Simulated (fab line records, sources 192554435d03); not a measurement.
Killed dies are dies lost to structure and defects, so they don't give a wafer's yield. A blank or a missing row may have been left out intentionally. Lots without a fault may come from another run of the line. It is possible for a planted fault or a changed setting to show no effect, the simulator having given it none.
fab line records	flow n5Finfet	part 1 of 2: steps 1 to 21 of 32
[record] lots = 5	wafers = 15	lastDay = 17
route steps=1938 shown PMOS_HMC_CHANNEL_EPI@63 FIN_SAQP@90
lots untouched by any fault: they come from a run of this same line in which no faults occurred
startH: hours from the record's first day to the start of the lot's first wafer shown	waitH: time in hours since the lot's previous step	" the same as in the row above	L1.1+2: several wafers, shown together as one row	- value missing, or start not given	* or withheld: withheld	< > ~ a bound
route shown NAME@n: NAME is a module with steps in the file, n the number in the route of the first one	usual: mean/standard deviation taken from wafers without a fault	same: alike in all rows	chamber/n: place in a boat	sites: each site's reading	_std_site: standard deviation across them	_edge_site: inner sites' mean taken away from outer sites' mean	radiusMm: how far each site lies from the wafer's centre	mask NAME#n: copy n	behind: the most recent tool/chamber to have shaped the wafer	hold: cause of the lot's hold/its duration in hours/its outcome	device: transistor that didn't switch, given as n, p or np	end of line: the tests these same wafers got at the end of their route	a step without rows: its recipe alone	killed: at the first sort, the dies lost to defects and structure; wafer yield is something else	map: a wafer's dies, x killed, . not, _ none there
set.NAME: the setting the step ran with; set.NAME@STEP: the setting that earlier step ran with	model.NAME: the simulator's own value behind a step, which no gauge read
lots at selected steps of the route; one table per step, one row per wafer
services: the hour from which a tool's chamber was out of use, counted from the record's first day as startH (under 0 if before that day), plus the number of hours and why
[[steps]]
[step N5_PMOS_HMC_CHANNEL_EPI_PEB_07]
[recipe] pebTempC = 110	pebTimeS = 60	resist = CAR-ArF-block
lot.wafer	tool	chamber	startH	waitH
L077.1+3+4	lithoTrack-04	0	35.52	0.1
L079.1+2+5	lithoTrack-05	0	47.12	0.1
L082.1+2+5	lithoTrack-02	0	65.57	0.1
L085.3+4+5	lithoTrack-02	0	83.29	0.0
L089.1+3+5	lithoTrack-04	0	106.90	0.1
[step N5_PMOS_HMC_CHANNEL_EPI_DEVELOP_08]
[recipe] developTimeS = 30	developer = TMAH	resist = CAR-ArF-block	devTempC = 23	rinseLiquid = diw	dry = airSpin
lot.wafer	tool	chamber	startH	waitH
L077.1+3+4	lithoTrack-04	0	-	-
L079.1+2+5	lithoTrack-05	0	-	-
L082.1+2+5	lithoTrack-02	0	-	-
L085.3+4+5	lithoTrack-02	0	-	-
L089.1+3+5	lithoTrack-04	0	-	-
[step N5_PMOS_HMC_CHANNEL_EPI_CD_MEAS_09]
[recipe] targetCdNm = 237.4	landingEnergyEv = 500	detector = seInlens
[usual] cdNm = 238.1/1.3
lot.wafer	tool	chamber	startH	waitH	cdNm
L077.1	cdSem-02	0	35.59	-	238.1
L077.3	"	0	"	"	238.0
L077.4	"	0	"	"	236.7
L079.1	cdSem-02	0	47.18	-	236.5
L079.2	"	0	"	"	236.0
L079.5	"	0	"	"	238.0
L082.1	cdSem-03	0	65.64	-	236.6
L082.2	"	0	"	"	237.0
L082.5	"	0	"	"	236.0
L085.3	cdSem-03	0	83.36	-	238.8
L085.4	"	0	"	"	240.2
L085.5	"	0	"	"	237.7
L089.1	cdSem-02	0	106.97	-	237.5
L089.3	"	0	"	"	236.2
L089.5	"	0	"	"	237.2
[step N5_PMOS_HMC_CHANNEL_EPI_OVL_MEAS_10]
[recipe] pointsPerWafer = 44
[usual] PMOS_HMC_BLK_OVL = -0.5/0.84
lot.wafer	tool	chamber	startH	waitH	PMOS_HMC_BLK_OVL[nm]
L077.1	overlay-02	0	35.62	0.0	0.4
L077.3	"	0	"	"	1.4
L077.4	"	0	"	"	0.6
L079.1	overlay-01	0	47.22	0.0	-1.0
L079.2	"	0	"	"	-0.7
L079.5	"	0	"	"	-1.0
L082.1	overlay-01	0	65.67	0.0	-0.5
L082.2	"	0	"	"	0.7
L082.5	"	0	"	"	0.2
L085.3	overlay-01	0	83.39	0.0	-1.7
L085.4	"	0	"	"	-0.5
L085.5	"	0	"	"	-0.9
L089.1	overlay-01	0	107.00	0.0	-1.0
L089.3	"	0	"	"	-0.5
L089.5	"	0	"	"	-1.2
[step N5_PMOS_HMC_CHANNEL_EPI_INSPECT_11]
[recipe] mode = adi	inspectInstrument = macro
[usual] rawDefectCount = 1.9/1.4
lot.wafer	tool	chamber	startH	waitH	rawDefectCount
L077.1	defectInspect-02	-	35.64	0.0	2
L077.3	"	-	"	"	1
L077.4	"	-	"	"	3
L079.1	defectInspect-01	-	47.24	0.0	2
L079.2	"	-	"	"	1
L079.5	"	-	"	"	1
L082.1	defectInspect-01	-	65.70	0.0	2
L082.2	"	-	"	"	1
L082.5	"	-	"	"	3
L085.3	defectInspect-02	-	83.42	0.0	2
L085.4	"	-	"	"	3
L085.5	"	-	"	"	1
L089.1	defectInspect-02	-	107.02	0.0	1
L089.3	"	-	"	"	3
L089.5	"	-	"	"	2
[step N5_PMOS_HMC_CHANNEL_EPI_DESCUM_14]
[recipe] chemistry = O2	timeS = 7.9	sourcePowerW = 50	biasPowerW = 20	pressureMtorr = 20	rfFrequencyHz = 2.712e+07	tempC = 40	resist = CAR-ArF-block	o2FlowSccm = 225
[usual] drypumpMotorCurrentA = 6.0/0.36	oesProductAu = 0.76/0.077	rfVppV = 243.4/1.3	showerheadPlenumPTorr = 2.10/0.06	throttleValvePct = 20.41/0.19
lot.wafer	tool	chamber	startH	waitH	drypumpMotorCurrentA	oesProductAu	rfHoursCounterH	rfVppV	showerheadPlenumPTorr	throttleValvePct
L077.1	rieDiel-03	2	35.68	0.0	6.6	0.75	172	242.6	2.11	20.49
L077.3	"	1	"	"	5.8	0.70	219	242.3	2.06	20.45
L077.4	"	3	"	"	6.4	0.73	165	243.1	2.18	20.43
L079.1	rieDiel-03	0	47.27	0.0	5.2	0.83	70	243.5	2.14	20.37
L079.2	"	2	"	"	6.6	0.75	176	242.5	2.11	20.49
L079.5	"	0	"	"	5.3	0.84	-	243.0	2.14	20.38
L082.1	rieDiel-02	0	65.73	0.0	6.7	0.97	15	244.2	2.16	20.07
L082.2	"	2	"	"	5.7	0.68	209	241.7	1.96	20.62
L082.5	"	0	"	"	6.7	0.96	-	244.8	2.16	20.06
L085.3	rieDiel-01	1	83.45	0.0	6.1	1.01	0	243.6	2.07	20.52
L085.4	"	2	"	"	6.0	0.74	134	245.4	2.17	20.48
L085.5	"	2	"	"	6.0	0.74	-	245.1	2.17	20.51
L089.1	rieDiel-01	0	107.29	0.3	6.2	0.69	239	243.2	2.11	20.29
L089.3	"	2	"	"	6.0	0.73	141	243.6	2.17	20.50
L089.5	"	3	"	"	5.9	0.73	-	242.3	2.06	20.29
[step N5_PMOS_HMC_CHANNEL_EPI_ETCH_32]
[recipe] chemistry = N2/H2	target = BARC	stopOn = SiO2	targetDepthA = 858	overEtchFrac = 0.3	timeS = 50.3	ionEnergyEv = 200	maskMaterial = CAR-ArF-block	pressureMtorr = 30	sourceW = 840	biasW = 150	n2FlowSccm = 200	h2FlowSccm = 200
[usual] drypumpMotorCurrentA = 6.0/0.37	oesProductAu = 0.65/0.062	rfVppV = 524.2/2.2	showerheadPlenumPTorr = 2.54/0.068	throttleValvePct = 17.87/0.2
[same] overEtchFrac = 0.3
lot.wafer	tool	chamber	startH	waitH	drypumpMotorCurrentA	oesProductAu	rfHoursCounterH	rfVppV	showerheadPlenumPTorr	throttleValvePct
L077.1	rieDiel-03	2	35.72	0.0	6.6	0.64	172	523.3	2.53	17.87
L077.3	"	1	"	"	5.8	0.60	219	522.9	2.51	17.88
L077.4	"	3	"	"	6.4	0.63	165	525.6	2.63	17.86
L079.1	rieDiel-03	0	47.31	0.0	5.3	0.72	70	525.0	2.56	17.58
L079.2	"	2	"	"	6.6	0.63	176	524.3	2.53	17.85
L079.5	"	0	"	"	5.3	0.73	-	525.6	2.56	17.60
L082.1	rieDiel-02	0	65.77	0.0	6.7	0.80	15	526.5	2.60	17.31
L082.2	"	2	"	"	5.7	0.59	209	520.1	2.42	18.24
L082.5	"	0	"	"	6.7	0.80	-	524.3	2.60	17.29
L085.3	rieDiel-01	1	83.49	0.0	6.1	0.87	0	523.3	2.50	17.79
L085.4	"	2	"	"	6.0	0.64	134	527.6	2.64	17.99
L085.5	"	2	"	"	6.0	0.64	-	527.3	2.64	17.98
L089.1	rieDiel-01	0	107.32	0.0	6.2	0.61	239	527.8	2.58	17.83
L089.3	"	2	"	"	6.0	0.64	141	525.6	2.64	18.01
L089.5	"	3	"	"	5.9	0.63	-	523.7	2.53	18.02
[step N5_PMOS_HMC_CHANNEL_EPI_HM_OPEN_15]
[recipe] chemistry = CHF3/O2	target = SiO2	maskMaterial = CAR-ArF-block	targetDepthA = 406	CHF3_flow_sccm = 50	O2_flow_sccm = 5	Ar_flow_sccm = 200	timeS = 20.3	pressureMtorr = 30	sourceW = 650	biasW = 170	ionEnergyEv = 200
[usual] drypumpMotorCurrentA = 6.0/0.37	oesProductAu = 0.76/0.075	rfVppV = 526/16	showerheadPlenumPTorr = 2.41/0.067	throttleValvePct = 18.90/0.22
lot.wafer	tool	chamber	startH	waitH	drypumpMotorCurrentA	oesProductAu	rfHoursCounterH	rfVppV	showerheadPlenumPTorr	throttleValvePct
L077.1	rieDiel-03	2	35.76	0.0	6.6	0.76	172	537	2.37	18.68
L077.3	"	1	"	"	5.8	0.69	219	541	2.38	19.01
L077.4	"	3	"	"	6.5	0.73	165	488	2.48	18.77
L079.1	rieDiel-03	0	47.35	0.0	5.2	0.84	70	535	2.43	18.70
L079.2	"	2	"	"	6.6	0.76	176	535	2.37	18.68
L079.5	"	0	"	"	5.2	0.84	-	534	2.43	18.70
L082.1	rieDiel-02	0	65.81	0.0	6.7	0.96	15	513	2.46	18.42
L082.2	"	2	"	"	5.7	0.70	209	530	2.29	19.24
L082.5	"	0	"	"	6.7	0.96	-	514	2.46	18.42
L085.3	rieDiel-01	1	83.53	0.0	6.1	0.99	0	524	2.37	18.83
L085.4	"	2	"	"	6.0	0.74	134	536	2.51	19.04
L085.5	"	2	"	"	6.1	0.74	-	536	2.51	19.03
L089.1	rieDiel-01	0	107.36	0.0	6.2	0.69	239	518	2.48	19.07
L089.3	"	2	"	"	6.0	0.74	141	537	2.50	19.05
L089.5	"	3	"	"	5.9	0.71	-	526	2.40	18.92
[step N5_PMOS_HMC_CHANNEL_EPI_STRIP_33]
[recipe] chemistry = N2/H2	powerW = 500	tempC = 40	pressureMtorr = 50	rfFrequencyHz = 6e+07	overashFraction = 0.3	biasPowerW = 8	h2Frac = 0.5	n2FlowSccm = 300	h2FlowSccm = 300
[usual] drypumpMotorCurrentA = 6.0/0.37	oesProductAu = 0.76/0.077	rfVppV = 54.1/1.5	showerheadPlenumPTorr = 3.36/0.087	throttleValvePct = 18.9/0.35
lot.wafer	tool	chamber	startH	waitH	drypumpMotorCurrentA	oesProductAu	rfHoursCounterH	rfVppV	showerheadPlenumPTorr	throttleValvePct
L077.1	rieDiel-03	2	35.82	0.0	6.6	0.75	172	54.5	3.34	19.1
L077.3	"	1	"	"	5.8	0.71	219	53.8	3.32	18.5
L077.4	"	3	"	"	6.5	0.73	165	52.7	3.47	19.0
L079.1	rieDiel-03	0	47.41	0.0	5.2	0.85	70	54.7	3.39	18.6
L079.2	"	2	"	"	6.6	0.75	176	52.0	3.34	19.1
L079.5	"	0	"	"	5.3	0.83	-	52.3	3.39	18.6
L082.1	rieDiel-02	0	65.86	0.0	6.7	0.97	15	49.1	3.43	18.1
L082.2	"	2	"	"	5.8	0.68	209	53.8	3.20	19.3
L082.5	"	0	"	"	6.7	0.97	-	52.5	3.43	18.0
L085.3	rieDiel-01	1	83.58	0.0	6.0	1.02	0	54.4	3.30	18.7
L085.4	"	2	"	"	6.1	0.74	134	53.9	3.49	19.1
L085.5	"	2	"	"	6.1	0.74	-	51.2	3.49	19.2
L089.1	rieDiel-01	0	107.42	0.0	6.2	0.70	239	52.7	3.40	18.7
L089.3	"	2	"	"	6.0	0.74	141	53.9	3.48	19.2
L089.5	"	3	"	"	5.9	0.73	-	54.9	3.34	19.4
[step N5_PMOS_HMC_CHANNEL_EPI_STRIP_17]
[recipe] chemistry = SPM	timeS = 750	tempC = 130	h2so4H2o2VolRatio = 4	dry = ipaMarangoni
[usual] bathHeatDutyPct = 15.2/1.7
lot.wafer	tool	chamber	startH	waitH	bathHeatDutyPct
L077.1	wetBench-02	0	35.88	-	17.9
L077.3	"	6	"	"	11.7
L077.4	"	7	"	"	16.5
L079.1	wetBench-06	4	47.47	-	13.1
L079.2	"	7	"	"	14.8
L079.5	"	0	"	"	17.9
L082.1	wetBench-06	3	65.93	-	17.1
L082.2	"	4	"	"	13.3
L082.5	"	7	"	"	15.6
L085.3	wetBench-06	3	83.65	-	16.1
L085.4	"	2	"	"	16.9
L085.5	"	4	"	"	13.3
L089.1	wetBench-02	5	107.49	-	12.4
L089.3	"	6	"	"	13.2
L089.5	"	3	"	"	13.8
[step N5_PMOS_HMC_CHANNEL_EPI_ETCH_38]
[recipe] chemistry = CF4	target = SiO2	targetDepthA = 15	ionEnergyEv = 350	pressureMtorr = 10	icpW = 800	biasW = 400	cf4FlowSccm = 80
[usual] drypumpMotorCurrentA = 5.6/0.35	oesProductAu = 1.00/0.034	throttleValvePct = 21.88/0.22
lot.wafer	tool	chamber	startH	waitH	drypumpMotorCurrentA	oesProductAu	rfHoursCounterH	throttleValvePct
L077.1	rieSi-02	1	36.12	0.0	6.0	0.94	7	22.10
L077.3	"	2	"	"	5.5	0.97	151	21.97
L077.4	"	3	"	"	5.8	1.01	151	22.21
L079.1	rieSi-05	1	47.72	0.0	4.9	1.04	74	21.67
L079.2	"	2	"	"	5.3	0.98	85	21.88
L079.5	"	2	"	"	5.3	0.98	-	21.90
L082.1	rieSi-04	0	66.17	0.0	6.4	0.95	148	21.79
L082.2	"	1	"	"	5.6	1.01	181	21.62
L082.5	"	2	"	"	5.6	1.03	-	21.63
L085.3	rieSi-02	2	83.89	0.0	5.5	0.97	152	21.94
L085.4	"	3	"	"	5.9	1.02	152	22.20
L085.5	"	0	"	"	5.9	1.00	-	22.04
L089.1	rieSi-04	0	107.72	0.0	6.4	0.95	148	21.78
L089.3	"	3	"	"	5.4	1.02	112	22.07
L089.5	"	0	"	"	6.4	0.95	-	21.78
[step N5_PMOS_HMC_CHANNEL_EPI_FIN_RECESS_16]
[recipe] chemistry = HBr/Cl2	target = Si	maskMaterial = SiO2	targetDepthA = 540	timeS = 18	pressureMtorr = 10	icpW = 800	biasW = 75	HBr_flow_sccm = 150	Cl2_flow_sccm = 80
[usual] drypumpMotorCurrentA = 5.7/0.36	oesProductAu = 1.001/0.025	throttleValvePct = 35.57/0.24
lot.wafer	tool	chamber	startH	waitH	drypumpMotorCurrentA	oesProductAu	rfHoursCounterH	throttleValvePct
L077.1	rieSi-02	1	36.14	0.0	6.0	0.959	7	35.93
L077.3	"	2	"	"	5.5	0.975	151	35.54
L077.4	"	3	"	"	5.9	1.020	151	35.46
L079.1	rieSi-05	1	47.75	0.0	4.9	1.044	74	35.38
L079.2	"	2	"	"	5.3	0.981	85	35.99
L079.5	"	2	"	"	5.3	0.983	-	36.00
L082.1	rieSi-04	0	66.19	0.0	6.4	0.962	148	35.31
L082.2	"	1	"	"	5.7	1.019	181	35.44
L082.5	"	2	"	"	5.5	1.022	-	35.38
L085.3	rieSi-02	2	83.91	0.0	5.5	0.983	152	35.51
L085.4	"	3	"	"	5.9	1.015	152	35.47
L085.5	"	0	"	"	5.9	1.000	-	35.59
L089.1	rieSi-04	0	107.74	0.0	6.4	0.968	148	35.30
L089.3	"	3	"	"	5.4	1.014	112	36.01
L089.5	"	0	"	"	6.4	0.959	-	35.29
[step N5_PMOS_HMC_CHANNEL_EPI_PRECLEAN_36]
[recipe] chemistry = O3/DIW	timeS = 45	tempC = 22	o3Ppm = 10
[usual] bathHeatDutyPct = 2.3/0.42
lot.wafer	tool	chamber	startH	waitH	bathHeatDutyPct
L077.1	wetBench-01	6	36.24	0.1	3.2
L077.3	"	7	"	"	2.3
L077.4	"	4	"	"	3.2
L079.1	wetBench-02	6	47.88	0.1	1.6
L079.2	"	7	"	"	2.3
L079.5	"	0	"	"	2.3
L082.1	wetBench-06	2	66.28	0.1	2.2
L082.2	"	3	"	"	2.2
L082.5	"	5	"	"	2.5
L085.3	wetBench-01	2	84.01	0.1	2.4
L085.4	"	4	"	"	2.7
L085.5	"	3	"	"	2.2
L089.1	wetBench-06	0	107.84	0.1	2.9
L089.3	"	3	"	"	2.5
L089.5	"	1	"	"	2.6
[step N5_PMOS_HMC_CHANNEL_EPI_PRECLEAN_18]
[recipe] chemistry = DHF	timeS = 30	tempC = 25	dilution = withheld
lot.wafer	tool	chamber	startH	waitH
L077.1+3+4	wetBench-01	6,7,4	36.25	0.0
L079.1+2+5	wetBench-02	6,7,0	47.89	0.0
L082.1+2+5	wetBench-06	2,3,5	66.30	0.0
L085.3+4+5	wetBench-01	2,4,3	84.02	0.0
L089.1+3+5	wetBench-06	0,3,1	107.86	0.0
[step N5_PMOS_HMC_CHANNEL_EPI_SRD_19]
[recipe] dry = ipaMarangoni	doPpb = 5	timeS = 30	tempC = 23	rinseLiquid = diw
[usual] bathHeatDutyPct = 3.7/0.54
lot.wafer	tool	chamber	startH	waitH	bathHeatDutyPct
L077.1	wetBench-01	6	36.26	0.0	4.5
L077.3	"	7	"	"	3.2
L077.4	"	4	"	"	4.4
L079.1	wetBench-02	6	47.90	0.0	3.0
L079.2	"	7	"	"	3.8
L079.5	"	0	"	"	4.2
L082.1	wetBench-06	2	66.31	0.0	3.7
L082.2	"	3	"	"	4.2
L082.5	"	5	"	"	3.1
L085.3	wetBench-01	2	84.03	0.0	3.9
L085.4	"	4	"	"	4.6
L085.5	"	3	"	"	4.1
L089.1	wetBench-06	0	107.87	0.0	3.7
L089.3	"	3	"	"	4.4
L089.5	"	1	"	"	4.3
[step N5_PMOS_HMC_CHANNEL_EPI_EPI_20]
[recipe] material = SiGe30	maskMaterial = SiO2	pressureTorr = 20	targetThkA = 590	tempC = 600
lot.wafer	tool	chamber	startH	waitH
L077.1+3+4	epiRpcvd-04	0	36.31	0.0
L079.1+2+5	epiRpcvd-01	0	47.95	0.0
L082.1+2+5	epiRpcvd-02	0	66.36	0.0
L085.3+4+5	epiRpcvd-02	0	84.48	0.4
L089.1+3+5	epiRpcvd-02	0	107.91	0.0
[step N5_PMOS_HMC_CHANNEL_EPI_HM_STRIP_35]
[recipe] chemistry = dHF	tempC = 25	material = SiO2	target = SiO2	targetDepthA = 396	timeS = 216
[usual] bathHeatDutyPct = 6.3/0.76
lot.wafer	tool	chamber	startH	waitH	bathHeatDutyPct
L077.1	wetBench-06	0	37.54	1.0	7.3
L077.3	"	2	"	"	6.7
L077.4	"	6	"	"	6.4
L079.1	wetBench-02	0	49.59	1.4	7.3
L079.2	"	2	"	"	5.9
L079.5	"	6	"	"	5.4
L082.1	wetBench-06	2	67.59	1.0	6.9
L082.2	"	0	"	"	7.8
L082.5	"	1	"	"	6.7
L085.3	wetBench-02	0	85.31	0.6	7.1
L085.4	"	7	"	"	6.6
L085.5	"	5	"	"	5.5
L089.1	wetBench-01	4	109.15	1.0	8.7
L089.3	"	5	"	"	6.2
L089.5	"	3	"	"	7.2
[step N5_PMOS_HMC_CHANNEL_EPI_SRD_39]
[recipe] dry = ipaMarangoni	timeS = 30	tempC = 23	rinseLiquid = diw
[usual] bathHeatDutyPct = 3.7/0.61
lot.wafer	tool	chamber	startH	waitH	bathHeatDutyPct
L077.1	wetBench-06	0	37.60	0.0	4.5
L077.3	"	2	"	"	4.3
L077.4	"	6	"	"	4.0
L079.1	wetBench-02	0	49.65	0.0	4.5
L079.2	"	2	"	"	4.2
L079.5	"	6	"	"	2.7
L082.1	wetBench-06	2	67.65	0.0	4.0
L082.2	"	0	"	"	4.7
L082.5	"	1	"	"	4.5
L085.3	wetBench-02	0	85.37	0.0	4.3
L085.4	"	7	"	"	4.2
L085.5	"	5	"	"	2.4
L089.1	wetBench-01	4	109.21	0.0	4.1
L089.3	"	5	"	"	3.9
L089.5	"	3	"	"	3.0
[step N5_PMOS_HMC_CHANNEL_EPI_CMP_21]
[recipe] material = SiGe30	postCmpClean = alkalineBrush	targetThkNm = 54
[usual] motorCurrentA = 12.0/1.5
lot.wafer	tool	chamber	startH	waitH	motorCurrentA
L077.1	cmp-02	0	37.64	0.0	11.5
L077.4	"	2	"	"	12.6
L077.3	"	3	"	"	13.5
L079.2	cmp-02	1	49.69	0.0	11.7
L079.1	"	3	"	"	13.2
L079.5	"	1	"	"	12.3
L082.2	cmp-03	2	67.69	0.0	14.0
L082.1	"	0	"	"	10.4
L082.5	"	2	"	"	15.1
L085.3	cmp-01	2	85.41	0.0	11.6
L085.4	"	3	"	"	9.5
L085.5	"	3	"	"	9.7
L089.1	cmp-03	3	109.29	0.1	11.3
L089.3	"	0	"	"	11.2
L089.5	"	2	"	"	14.6
[step N5_PMOS_HMC_CHANNEL_EPI_THK_MEAS_22]
[recipe] reads = SiGe30_of_PMOS_HMC_CHANNEL_EPI_EPI_20
[usual] HMC_CMP_THK = 54.1/1.2
lot.wafer	tool	chamber	startH	waitH	HMC_CMP_THK[nm]
L077.1	filmMetro-02	-	37.94	-	51.6
L077.3	"	-	"	"	53.2
L077.4	"	-	"	"	55.9
L079.1	filmMetro-01	-	49.99	-	55.9
L079.2	"	-	"	"	53.9
L079.5	"	-	"	"	53.4
L082.1	filmMetro-01	-	67.99	-	52.4
L082.2	"	-	"	"	54.5
L082.5	"	-	"	"	53.4
L085.3	filmMetro-01	-	85.71	-	53.8
L085.4	"	-	"	"	55.8
L085.5	"	-	"	"	54.8
L089.1	filmMetro-01	-	109.55	-	52.7
L089.3	"	-	"	"	54.1
L089.5	"	-	"	"	52.5
[step N5_PMOS_HMC_CHANNEL_EPI_PRECLEAN_40]
[recipe] chemistry = DHF	timeS = 30	tempC = 25	dilution = withheld
lot.wafer	tool	chamber	startH	waitH
L077.1+3+4	wetBench-01	3,7,4	37.97	0.0
L079.1+2+5	wetBench-06	7,2,4	50.01	0.0
L082.1+2+5	wetBench-02	0,2,1	68.01	0.0
L085.3+4+5	wetBench-02	4,5,6	85.75	0.0
L089.1+3+5	wetBench-01	3,0,1	109.57	0.0
